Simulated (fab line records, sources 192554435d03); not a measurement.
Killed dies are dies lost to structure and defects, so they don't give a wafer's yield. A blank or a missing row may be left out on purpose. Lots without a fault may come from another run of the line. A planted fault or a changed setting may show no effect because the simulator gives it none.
fab line records | flow n5_finfet
record lots=4 wafers=12 last_day=19
route steps=1938 shown BEOL_M4@1099 BEOL_M5@1112 BEOL_M6@1232 PASSIVATION@1936
lots that met no fault: from a run of the same line without faults
start_h: hours from the record's first day to the start of the lot's first wafer shown | wait_h: hours since the lot's step before | " the same as in the row above | L1.1+2: a row that stands for several wafers | - no value, or no start given | * or withheld: withheld | < > ~ a bound
route shown NAME@n: a module of which the file shows steps, and the number in the route of the first | usual: mean/standard deviation of fault-free wafers | same: alike in all rows | chamber/n: place in a boat | sites: the reading at each site | _std_site: their standard deviation | _edge_site: outer sites' mean less inner sites' | radius_mm: how far each site lies from the wafer's centre | mask NAME#n: copy n | behind: the tool/chamber that last shaped the wafer | hold: why the lot was held/for how many hours/how that ended | device: the transistor (n, p or np) that didn't switch | end of line: the same wafers' tests at the end of the route | a step without rows: its recipe alone | killed: dies lost to structure and defects at the first sort, not the wafer's yield | map: a wafer's dies, x killed, . not, _ none there
set.NAME: the setting as run; set.NAME@STEP: as run at that earlier step | model.NAME: the simulator's own value behind a step, which no gauge read
lots at some steps of the route; a table a step, a row a wafer
services: from which hour (start_h, from the record's first day; less than 0 if before it) a tool's chamber was out of use, for how many hours, and why
## steps
# step N5_BEOL_M4_ANNEAL_95
# recipe temp_c=400 time_s=240 ambient=vacuum
# step N5_BEOL_M4_SPUTTER_96
# recipe material=Cu target_thk_a=45 temp_c=-20 chamber_pressure_pa=0.07 power_w=withheld time_s=8.29
# step N5_BEOL_M4_ECD_50
# recipe material=Cu target_thk_a=3000
# step N5_BEOL_M4_ANNEAL_51
# recipe temp_c=225 time_s=90 ambient=N2
# step N5_BEOL_M4_CMP_52
# recipe stop_on=SiOC t_overpolish_s=6.8 down_force_psi=1 platen_rpm=50 clearing_platen_down_force_psi=1.5 clearing_platen_rpm=50 post_cmp_clean=cu_alkaline target_thk_nm=40 clearing_platen_pad_velocity_m_s=0.99484 pad_velocity_m_s=0.99484
# step N5_BEOL_M4_PRE_CLEAN_60
# recipe gas=NH3/H2 time_s=15 temp_c=* rf_power_w=300
# step N5_BEOL_M4_CO_CAP_55
# recipe material=Co target_thk_a=20 temp_c=200 precursor=CCTBA/H2 pressure_torr=30 time_s=102.1
# step N5_BEOL_M4_PRE_CLEAN_56
# recipe gas=NH3 time_s=15 temp_c=withheld rf_power_w=300
# step N5_BEOL_M4_DEP_57
# recipe material=SiCN target_thk_a=80 temp_c=withheld precursor=3MS/NH3 pressure_torr=3 rf_w=202 time_s=14
# step N5_BEOL_M4_RC_MEAS_101
# usual DIBL_N=36.5/1.9 DIBL_P=36.4/2.2 IOFF_N=0.17/0.034 IOFF_P=0.21/0.036 ION_N=678/12 ION_P=462/7.1 SS_N=71.7/0.61 SS_P=73.4/0.71 VT_N=249/3.5 VT_P=-251/3
# columns lot.wafer tool chamber start_h wait_h DIBL_N[mV/V] DIBL_P[mV/V] IOFF_N[nA/um] IOFF_P[nA/um] ION_N[uA/um] ION_P[uA/um] SS_N[mV/dec] SS_P[mV/dec] VT_N[mV] VT_P[mV]
L908.3 prober-01 0 276.82 0.3 36.4 34.9 0.13 0.18 655 452 71.4 73.2 254 -254
L908.5 " 0 " " 37.6 36.7 0.16 0.20 669 457 71.6 72.9 251 -254
L908.6 " 0 " " 36.6 35.1 0.14 0.18 679 458 71.3 73.1 249 -255
L914.1 prober-01 0 307.10 0.0 33.9 34.5 0.13 0.16 677 457 71.3 73.2 256 -256
L914.2 " 0 " " 35.0 36.1 0.15 0.18 666 455 71.2 74.0 251 -254
L914.3 " 0 " " 30.1 30.3 0.09 0.12 664 455 70.3 71.6 258 -260
L916.4 prober-01 0 319.05 0.5 39.7 40.1 0.23 0.30 694 468 72.2 74.4 246 -245
L916.5 " 0 " " 36.0 35.4 0.16 0.21 690 459 71.7 73.3 250 -249
L916.6 " 0 " " 39.2 39.5 0.22 0.29 694 471 73.3 74.6 245 -248
L919.2 prober-01 0 347.86 0.2 34.2 32.5 0.13 0.18 671 463 71.7 73.3 252 -253
L919.4 " 0 " " 35.5 34.0 0.16 0.20 673 467 70.7 74.2 249 -252
L919.6 " 0 " " 35.3 33.4 0.15 0.18 683 462 71.6 73.3 251 -252
# step N5_BEOL_M5_ILD_DEP_00
# recipe material=SiCOH_lowk target_thk_a=1406.4 temp_c=300 precursor=DEMS/porogen pressure_torr=5 rf_w=500 time_s=25.9
# step N5_BEOL_M5_CURE_79
# recipe temp_c=385 time_s=240 ambient=He/Ar material=SiCOH_lowk
# step N5_BEOL_M5_PECVD_70
# recipe material=SiO2 target_thk_a=160 temp_c=400 precursor=TEOS/O2 pressure_torr=5.5 rf_w=450 teos_flow_sccm=53.8 gas=O2 flow_sccm=3000 time_s=18
# step N5_BEOL_M5_HM_DEP_02
# recipe material=TiN target_thk_a=200 temp_c=25 chamber_pressure_pa=0.49996
# step N5_BEOL_M5_COAT_59
# recipe resist=SOC temp_c=250 time_s=60 spin_rpm=1500 resist_thk_nm=60
# step N5_BEOL_M5_COAT_60
# recipe resist=SiARC temp_c=220 time_s=60 spin_rpm=1500 resist_thk_nm=12
# step N5_BEOL_M5_COAT_71
# recipe resist=underlayer temp_c=205 time_s=60 spin_rpm=1500 resist_thk_nm=5
# step N5_BEOL_M5_COAT_05
# recipe resist=CAR-EUV spin_rpm=1500 resist_thk_nm=30
# step N5_BEOL_M5_EBR_07
# recipe solvent=PGMEA ebr_width_mm=1.5
# step N5_BEOL_M5_SOFTBAKE_06
# recipe temp_c=110 time_s=60 resist=CAR-EUV
# step N5_BEOL_M5_EXPOSE_08
# recipe mask_id=M5 na=0.33 source_shape=annular sigma_inner=0.4 sigma_outer=0.8 polarization=unpolarized target_cd_nm=28 dose_mj=35.75
# step N5_BEOL_M5_PEB_09
# recipe peb_temp_c=100 peb_time_s=60 resist=CAR-EUV
# step N5_BEOL_M5_DEVELOP_10
# recipe develop_time_s=30 developer=TMAH resist=CAR-EUV rinse_liquid=surfactant_rinse dry=air_spin dev_temp_c=23
# step N5_BEOL_M5_DESCUM_16
# recipe chemistry=O2 time_s=7 source_power_w=50 bias_power_w=20 pressure_mtorr=20 rf_frequency_hz=2.712e+07 temp_c=40 resist=CAR-EUV o2_flow_sccm=225
# step N5_BEOL_M5_ETCH_72
# recipe chemistry=N2/H2 target=underlayer target_depth_a=65 mask_material=CAR-EUV time_s=5.2 ion_energy_ev=200 pressure_mtorr=30 source_w=840 bias_w=150 n2_flow_sccm=200 h2_flow_sccm=200 ends=cleared
# step N5_BEOL_M5_ETCH_61
# recipe chemistry=CF4 target=SiARC target_depth_a=156 mask_material=CAR-EUV time_s=26 ion_energy_ev=80 pressure_mtorr=40 source_w=545 bias_w=36 Ar_flow_sccm=100 cf4_flow_sccm=100 ends=cleared
# step N5_BEOL_M5_ETCH_62
# recipe chemistry=N2/H2 target=SOC target_depth_a=750 overetch_a=150 mask_material=SiARC temp_c=40 time_s=112.5 ion_energy_ev=200 pressure_mtorr=30 source_w=840 bias_w=150 n2_flow_sccm=200 h2_flow_sccm=200
# step N5_BEOL_M5_STRIP_63
# recipe chemistry=N2/H2 temp_c=40 n2_flow_sccm=200 h2_flow_sccm=200 rf_frequency_hz=6e+07
# step N5_BEOL_M5_STRIP_73
# recipe chemistry=N2/H2 temp_c=40 n2_flow_sccm=200 h2_flow_sccm=200 rf_frequency_hz=6e+07
# step N5_BEOL_M5_STRIP_64
# recipe chemistry=CF4 resist=SiARC power_w=300 bias_power_w=75 pressure_mtorr=50 cf4_flow_sccm=150 rf_frequency_hz=6e+07
# step N5_BEOL_M5_HM_OPEN_17
# recipe chemistry=Cl2/BCl3 target_depth_a=200 overetch_a=60 target=TiN mask_material=SOC ion_energy_ev=150 pressure_mtorr=10 icp_w=1000 bias_w=126 Cl2_flow_sccm=53.25 bcl3_flow_sccm=21.75 Ar_flow_sccm=25
# step N5_BEOL_M5_STRIP_19
# recipe chemistry=O2 power_w=400 temp_c=40 pressure_mtorr=30 rf_frequency_hz=6e+07 bias_power_w=0 overash_fraction=0.2 o2_flow_sccm=225
# step N5_BEOL_M5_COAT_65
# recipe resist=SOC temp_c=250 time_s=60 spin_rpm=1500 resist_thk_nm=60
# step N5_BEOL_M5_COAT_66
# recipe resist=SiARC temp_c=220 time_s=60 spin_rpm=1500 resist_thk_nm=12
# step N5_BEOL_M6_ETCH_65
# recipe chemistry=CF4 target=SiARC target_depth_a=156 mask_material=CAR-EUV time_s=26 ion_energy_ev=80 pressure_mtorr=40 source_w=545 bias_w=36 Ar_flow_sccm=100 cf4_flow_sccm=100 ends=cleared
# usual bias_w=36.01/0.11 cf4_flow_sccm=100.0/0.32 drypump_motor_current_A=5.5/0.42 etch_rf_on_time_s=25.7/0.63 oes_product_au=0.71/0.053 rf_vpp_V=184.3/1.3 showerhead_plenum_p_Torr=2.16/0.078 throttle_valve_pct=15.55/0.18
# columns lot.wafer tool chamber start_h wait_h bias_w cf4_flow_sccm drypump_motor_current_A etch_rf_on_time_s oes_product_au rf_hours_counter_h rf_vpp_V showerhead_plenum_p_Torr throttle_valve_pct
L908.3 rie_diel-04 2 294.08 0.0 36.15 100.0 5.4 26.8 0.66 128 183.7 2.15 15.36
L908.5 " 2 " " 35.86 99.3 5.4 26.8 0.66 - 184.0 2.15 15.37
L908.6 " 3 " " 35.92 100.6 5.8 25.6 0.74 - 185.2 2.26 15.62
L914.1 rie_diel-04 0 329.27 0.0 - - - - - - - - -
L914.2 " 3 " " - - - - - - - - -
L914.3 " 1 " " - - - - - - - - -
L916.4 rie_diel-01 0 333.59 0.0 - - - - - - - - -
L916.5 " 1 " " - - - - - - - - -
L916.6 " 0 " " - - - - - - - - -
L919.2 rie_diel-01 2 371.54 0.0 36.10 100.5 5.9 25.2 0.75 50 185.3 2.26 15.54
L919.4 " 0 " " 35.93 99.9 5.5 25.8 0.68 83 182.5 2.09 15.58
L919.6 " 0 " " 35.97 99.4 5.5 26.0 0.68 - 183.0 2.09 15.60
# step N5_BEOL_M6_ETCH_66
# recipe chemistry=N2/H2 target=SOC target_depth_a=800 overetch_a=160 mask_material=SiARC temp_c=40 time_s=120 ion_energy_ev=200 pressure_mtorr=30 source_w=840 bias_w=150 n2_flow_sccm=200 h2_flow_sccm=200
# usual bias_w=150.0/0.43 chamber_pressure_mTorr=30.001/0.026 drypump_motor_current_A=5.5/0.42 oes_product_au=0.63/0.042 rf_vpp_V=524.3/2.7 showerhead_plenum_p_Torr=2.55/0.099 throttle_valve_pct=17.72/0.22
# columns lot.wafer tool chamber start_h wait_h bias_w chamber_pressure_mTorr drypump_motor_current_A oes_product_au rf_hours_counter_h rf_vpp_V showerhead_plenum_p_Torr throttle_valve_pct
L908.3 rie_diel-04 2 294.11 0.0 150.0 29.995 5.4 0.59 128 524.1 2.54 17.46
L908.5 " 2 " " 150.3 30.032 5.4 0.60 - 523.6 2.54 17.45
L908.6 " 3 " " 149.5 30.020 5.9 0.65 - 527.9 2.70 17.91
L914.1 rie_diel-04 0 329.30 0.0 149.5 30.016 5.1 0.32 36 521.6 2.47 17.53
L914.2 " 3 " " 150.4 30.028 5.9 0.31 57 527.6 2.69 17.87
L914.3 " 1 " " 150.9 29.976 6.5 0.30 97 521.9 2.45 18.11
L916.4 rie_diel-01 0 333.61 0.0 149.2 30.072 5.5 0.30 69 523.5 2.46 17.69
L916.5 " 1 " " 150.1 30.041 5.2 0.30 - 525.9 2.60 17.62
L916.6 " 0 " " 149.7 30.010 5.5 0.30 - 522.2 2.46 17.71
L919.2 rie_diel-01 2 371.57 0.0 149.9 30.019 6.0 0.66 50 528.5 2.69 17.82
L919.4 " 0 " " 150.4 29.987 5.5 0.60 83 522.4 2.46 17.76
L919.6 " 0 " " 149.8 30.052 5.5 0.61 - 522.1 2.46 17.77
# step N5_PASSIVATION_PROBE_49
# usual defect_limited_yield=91.0/1.5 killed_at_M0_to_M3=35/11 killed_at_M4_up=13/5 killed_at_contacts=12/5.9 killed_at_front_end=42/13 killed_at_other=3/3.2 killed_dies=106/18 killed_on_rim=14/4.2 killed_open=69/13 killed_short=35/8.9 sort_bin_5_function=5.2/0.95 sort_bin_6_memory=3.3/0.71 sort_n_pass=1074/18 sort_yield_pct=91.0/1.5
# same gross_dies=1180 killed_at_back_side=0 sort_bin_4_leakage[%]=0 sort_bin_8_speed[%]=0
# columns lot.wafer tool chamber start_h wait_h defect_limited_yield[%] killed_at_M0_to_M3 killed_at_M4_up killed_at_contacts killed_at_front_end killed_at_other killed_dies killed_on_rim killed_open killed_short sort_bin_5_function[%] sort_bin_6_memory[%] sort_n_pass sort_yield_pct[%]
L914.1 prober-01 - 425.28 0.0 0 31 1093 8 45 3 1180 152 63 39 96.6 2.6 0 0
L914.2 prober-01 - 425.33 0.1 0 19 1125 6 27 3 1180 152 41 25 97.9 1.9 0 0
L914.3 prober-01 - 425.38 0.1 0 14 1120 14 27 5 1180 152 51 15 97.9 2.0 0 0
L916.4 prober-02 - 434.28 0.2 0 31 1079 7 47 16 1180 152 84 36 95.7 4.1 0 0
L916.5 prober-02 - 434.33 0.2 0 26 1094 7 41 12 1180 152 77 22 96.5 3.3 0 0
L916.6 prober-02 - 434.38 0.3 0 25 1114 2 34 5 1180 152 50 35 97.5 2.0 0 0
# killed by level:class
L914.1 BEOL_M6:area_etch=1078 FIN_SAQP:geometric_particle:short=13 BEOL_M3:geometric_particle:open=8 BEOL_M1:geometric_particle:open=7 BEOL_M2:geometric_particle:open=7 MOL_CONTACT_COAG:geometric_particle:open=6 BEOL_M5:geometric_particle:open=5 GATE_CUT:geometric_particle:short=4
L914.2 BEOL_M6:area_etch=1113 FIN_SAQP:geometric_particle:short=7 BEOL_M2:geometric_particle:open=7 MOL_CONTACT_COAG:geometric_particle:open=6 STARTING-WAFER:geometric_particle:short=5 STI_FIN_REVEAL:geometric_particle:open=4 BEOL_M3:geometric_particle:open=4 BEOL_M4:geometric_particle:open=4
L914.3 BEOL_M6:area_etch=1114 MOL_CONTACT_COAG:geometric_particle:open=14 FIN_SAQP:geometric_particle:short=7 FIN_SAQP:geometric_particle:open=5 BEOL_M3:geometric_particle:open=4 STI_FIN_REVEAL:geometric_particle:open=3 GATE_CUT:geometric_particle:open=3 BEOL_M2:geometric_particle:open=3
L916.4 BEOL_M6:area_etch=1060 BEOL_M0_SAQP:geometric_particle:open=12 BEOL_M4:geometric_particle:open=11 STI_FIN_REVEAL:geometric_particle:open=10 FIN_SAQP:geometric_particle:open=9 BEOL_M0_SAQP:geometric_particle:short=7 GATE_CUT:geometric_particle:short=6 PASS1_CAP:geometric_particle:open=6
L916.5 BEOL_M6:area_etch=1081 FIN_SAQP:geometric_particle:open=19 BEOL_M4:geometric_particle:open=9 BEOL_M0_SAQP:geometric_particle:open=8 MOL_CONTACT_COAG:geometric_particle:open=7 BEOL_M3:geometric_particle:open=6 GATE_CUT:geometric_particle:open=5 BEOL_M0_SAQP:geometric_particle:short=5
L916.6 BEOL_M6:area_etch=1095 BEOL_M4:geometric_particle:open=10 GATE_CUT:geometric_particle:short=9 STI_FIN_REVEAL:geometric_particle:open=8 FIN_SAQP:geometric_particle:open=5 BEOL_M0_SAQP:geometric_particle:short=5 BEOL_M0_SAQP:geometric_particle:open=4 BEOL_M0:geometric_particle:open=4
# map L914.1 (x killed, . not)
_________________xxxxxxxxxxxx________________
______________xxxxxxxxxxxxxxxxxx_____________
___________xxxxxxxxxxxxxxxxxxxxxxxx__________
__________xxxxxxxxxxxxxxxxxxxxxxxxxx_________
________xxxxxxxxxxxxxxxxxxxxxxxxxxxxxx_______
_______xxxxxxxxxxxxxxxxxxxxxxxxxxxxxxxx______
______xxxxxxxxxxxxxxxxxxxxxxxxxxxxxxxxxx_____
_____xxxxxxxxxxxxxxxxxxxxxxxxxxxxxxxxxxxx____
____xxxxxxxxxxxxxxxxxxxxxxxxxxxxxxxxxxxxxx___
___xxxxxxxxxxxxxxxxxxxxxxxxxxxxxxxxxxxxxxxx__
___xxxxxxxxxxxxxxxxxxxxxxxxxxxxxxxxxxxxxxxx__
__xxxxxxxxxxxxxxxxxxxxxxxxxxxxxxxxxxxxxxxxxx_
__xxxxxxxxxxxxxxxxxxxxxxxxxxxxxxxxxxxxxxxxxx_
_xxxxxxxxxxxxxxxxxxxxxxxxxxxxxxxxxxxxxxxxxxxx
_xxxxxxxxxxxxxxxxxxxxxxxxxxxxxxxxxxxxxxxxxxxx
_xxxxxxxxxxxxxxxxxxxxxxxxxxxxxxxxxxxxxxxxxxxx
_xxxxxxxxxxxxxxxxxxxxxxxxxxxxxxxxxxxxxxxxxxxx
_xxxxxxxxxxxxxxxxxxxxxxxxxxxxxxxxxxxxxxxxxxxx
_xxxxxxxxxxxxxxxxxxxxxxxxxxxxxxxxxxxxxxxxxxxx
_xxxxxxxxxxxxxxxxxxxxxxxxxxxxxxxxxxxxxxxxxxxx
_xxxxxxxxxxxxxxxxxxxxxxxxxxxxxxxxxxxxxxxxxxxx
__xxxxxxxxxxxxxxxxxxxxxxxxxxxxxxxxxxxxxxxxxx_
__xxxxxxxxxxxxxxxxxxxxxxxxxxxxxxxxxxxxxxxxxx_
___xxxxxxxxxxxxxxxxxxxxxxxxxxxxxxxxxxxxxxxx__
___xxxxxxxxxxxxxxxxxxxxxxxxxxxxxxxxxxxxxxxx__
____xxxxxxxxxxxxxxxxxxxxxxxxxxxxxxxxxxxxxx___
_____xxxxxxxxxxxxxxxxxxxxxxxxxxxxxxxxxxxx____
______xxxxxxxxxxxxxxxxxxxxxxxxxxxxxxxxxx_____
_______xxxxxxxxxxxxxxxxxxxxxxxxxxxxxxxx______
________xxxxxxxxxxxxxxxxxxxxxxxxxxxxxx_______
__________xxxxxxxxxxxxxxxxxxxxxxxxxx_________
___________xxxxxxxxxxxxxxxxxxxxxxxx__________
______________xxxxxxxxxxxxxxxxxx_____________
_________________xxxxxxxxxxxx________________
# map L916.4 (x killed, . not)
_________________xxxxxxxxxxxx________________
______________xxxxxxxxxxxxxxxxxx_____________
___________xxxxxxxxxxxxxxxxxxxxxxxx__________
__________xxxxxxxxxxxxxxxxxxxxxxxxxx_________
________xxxxxxxxxxxxxxxxxxxxxxxxxxxxxx_______
_______xxxxxxxxxxxxxxxxxxxxxxxxxxxxxxxx______
______xxxxxxxxxxxxxxxxxxxxxxxxxxxxxxxxxx_____
_____xxxxxxxxxxxxxxxxxxxxxxxxxxxxxxxxxxxx____
____xxxxxxxxxxxxxxxxxxxxxxxxxxxxxxxxxxxxxx___
___xxxxxxxxxxxxxxxxxxxxxxxxxxxxxxxxxxxxxxxx__
___xxxxxxxxxxxxxxxxxxxxxxxxxxxxxxxxxxxxxxxx__
__xxxxxxxxxxxxxxxxxxxxxxxxxxxxxxxxxxxxxxxxxx_
__xxxxxxxxxxxxxxxxxxxxxxxxxxxxxxxxxxxxxxxxxx_
_xxxxxxxxxxxxxxxxxxxxxxxxxxxxxxxxxxxxxxxxxxxx
_xxxxxxxxxxxxxxxxxxxxxxxxxxxxxxxxxxxxxxxxxxxx
_xxxxxxxxxxxxxxxxxxxxxxxxxxxxxxxxxxxxxxxxxxxx
_xxxxxxxxxxxxxxxxxxxxxxxxxxxxxxxxxxxxxxxxxxxx
_xxxxxxxxxxxxxxxxxxxxxxxxxxxxxxxxxxxxxxxxxxxx
_xxxxxxxxxxxxxxxxxxxxxxxxxxxxxxxxxxxxxxxxxxxx
_xxxxxxxxxxxxxxxxxxxxxxxxxxxxxxxxxxxxxxxxxxxx
_xxxxxxxxxxxxxxxxxxxxxxxxxxxxxxxxxxxxxxxxxxxx
__xxxxxxxxxxxxxxxxxxxxxxxxxxxxxxxxxxxxxxxxxx_
__xxxxxxxxxxxxxxxxxxxxxxxxxxxxxxxxxxxxxxxxxx_
___xxxxxxxxxxxxxxxxxxxxxxxxxxxxxxxxxxxxxxxx__
___xxxxxxxxxxxxxxxxxxxxxxxxxxxxxxxxxxxxxxxx__
____xxxxxxxxxxxxxxxxxxxxxxxxxxxxxxxxxxxxxx___
_____xxxxxxxxxxxxxxxxxxxxxxxxxxxxxxxxxxxx____
______xxxxxxxxxxxxxxxxxxxxxxxxxxxxxxxxxx_____
_______xxxxxxxxxxxxxxxxxxxxxxxxxxxxxxxx______
________xxxxxxxxxxxxxxxxxxxxxxxxxxxxxx_______
__________xxxxxxxxxxxxxxxxxxxxxxxxxx_________
___________xxxxxxxxxxxxxxxxxxxxxxxx__________
______________xxxxxxxxxxxxxxxxxx_____________
_________________xxxxxxxxxxxx________________
## services
# columns tool chamber start_h hours kind
rie_diel-01 1 287.24 4.2 repair
rie_diel-04 2 323.48 19.8 repair
rie_diel-01 - 366.85 0.9 repair
## key
first_sign step=N5_BEOL_M6_ETCH_65 reading=tool_record direction=missing
effect step=N5_BEOL_M6_ETCH_66 reading=oes_product_au direction=down sigmas=7.7 usual=0.63 struck=0.31
effect step=N5_PASSIVATION_PROBE_49 reading=killed_at_M4_up direction=up sigmas=99+ usual=13 struck=1104
more_kills_born_at N5_BEOL_M6_ETCH_65@rie_diel-04=3305 N5_BEOL_M6_ETCH_65@rie_diel-01=3236
met_at N5_BEOL_M6_ETCH_65
struck_wafers L914.1,L914.2,L914.3,L916.4,L916.5,L916.6
later_rows_left_out L914.1,L914.2,L914.3,L916.4,L916.5,L916.6
onset_between 294.08 329.27
fault kind=skipped_step_whole tool=rie_diel-01,rie_diel-04 chamber=- onset_h=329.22 steps=N5_BEOL_M6_ETCH_65 scope=struck_lots_only
# later_rows_left_out: the simulator's readings of these wafers behind a module that went badly wrong aren't trusted and aren't shown, but for the sort
